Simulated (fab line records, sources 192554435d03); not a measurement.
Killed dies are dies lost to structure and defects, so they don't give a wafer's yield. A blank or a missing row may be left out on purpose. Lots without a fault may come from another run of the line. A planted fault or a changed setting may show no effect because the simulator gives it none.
Chamber matching | flow n5_finfet | N5_BEOL_M1_PRE_CLEAN_60 on cvd_co-01: 3 sister chambers
The step time 15 s. 3 wafers are shown with their chamber, then 11 later ones without.

WAFERS WITH THEIR CHAMBER
wafer  | chamber | heater_power_w (W)
L085.5 | 0       | 99
L085.6 | 2       | 61
L086.1 | 1       | 132

WAFERS WITHOUT THEIR CHAMBER
wafer  | heater_power_w (W)
L086.3 | 63
L086.4 | 100
L089.1 | 134
L089.4 | 129
L089.6 | 100
L092.1 | 99
L092.4 | 130
L092.5 | 63
L095.3 | 100
L095.5 | 131
L095.6 | 61

WHICH CHAMBER EACH WENT THROUGH
wafer  | from the rows above | in truth
L086.3 | 2                   | 2
L086.4 | 0                   | 0
L089.1 | 1                   | 1
L089.4 | 1                   | 1
L089.6 | 0                   | 0
L092.1 | 0                   | 0
L092.4 | 1                   | 1
L092.5 | 2                   | 2
L095.3 | 0                   | 0
L095.5 | 1                   | 1
L095.6 | 2                   | 2
Placed correctly: 11 of 11. Can't be placed from these rows: 0. Placed wrongly: 0.
How it was worked out, from the rows above alone: a wafer's distance from a chamber is the root of the sum, over the readings, of the square of ((its reading less the chamber's mean) divided by the reading's scatter). The wafer belongs to the nearest chamber; if the next one is less than 2 further off, it can't be placed. A chamber's mean is the mean of its shown wafers. The scatter: with one shown wafer a chamber, the root of the mean of the squares of how far each hidden wafer lies from its nearest shown one.
